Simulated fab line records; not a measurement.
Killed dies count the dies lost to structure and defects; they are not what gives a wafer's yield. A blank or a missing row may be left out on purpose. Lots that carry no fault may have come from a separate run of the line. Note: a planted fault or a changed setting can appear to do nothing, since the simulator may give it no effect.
Matching of chambers    flow n5_finfet    N5_BEOL_M5_ALD_86 on ald_metal-03: 4 sister chambers
The step deposits TaN, pulse time 2 s, purge time 3 s, co reactant purge time 2 s. 8 wafers are shown with their chamber, then 12 later ones without.

== WAFERS WITH THEIR CHAMBER ==
wafer   chamber  heater_power_w (W)  heater_power_outer_w (W)
L084.2  3        406                 219
L084.4  1        395                 213
L086.1  1        406                 213
L086.2  0        334                 191
L086.4  3        418                 213
L088.3  0        339                 194
L088.4  2        426                 223
L088.5  2        411                 227

== WAFERS MISSING THEIR CHAMBER ==
wafer   heater_power_w (W)  heater_power_outer_w (W)
L089.1  338                 194
L089.2  420                 216
L089.6  342                 191
L093.3  398                 218
L093.4  406                 226
L093.6  339                 196
L096.3  420                 219
L096.5  413                 225
L096.6  416                 210
L097.1  405                 214
L097.2  338                 187
L097.5  334                 190

== EACH ONE'S CHAMBER ==
wafer   from the rows above           in truth
L089.1  0                             0
L089.2  can't be placed: 3 or 1       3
L089.6  0                             0
L093.3  can't be placed: 1 or 3 or 2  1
L093.4  2                             2
L093.6  0                             0
L096.3  can't be placed: 3 or 2 or 1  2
L096.5  2                             2
L096.6  can't be placed: 1 or 3       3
L097.1  can't be placed: 1 or 3       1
L097.2  0                             0
L097.5  0                             0
7 of 12 placed correctly. From these rows, 5 cannot be placed; in 5 the true chamber is one of the candidates. Placed wrongly: 0.
How it was worked out, from the rows above alone: a wafer's distance from a chamber is the root of the sum, over the readings, of the square of ((its reading less the chamber's mean) divided by the reading's scatter). The wafer belongs to the nearest chamber; if the next one is less than 2 further off, it can't be placed. A chamber's mean is the mean of its shown wafers. The scatter: the root of (the sum of the squares of (reading less its chamber's mean) over the shown wafers, divided by (wafers less chambers)).
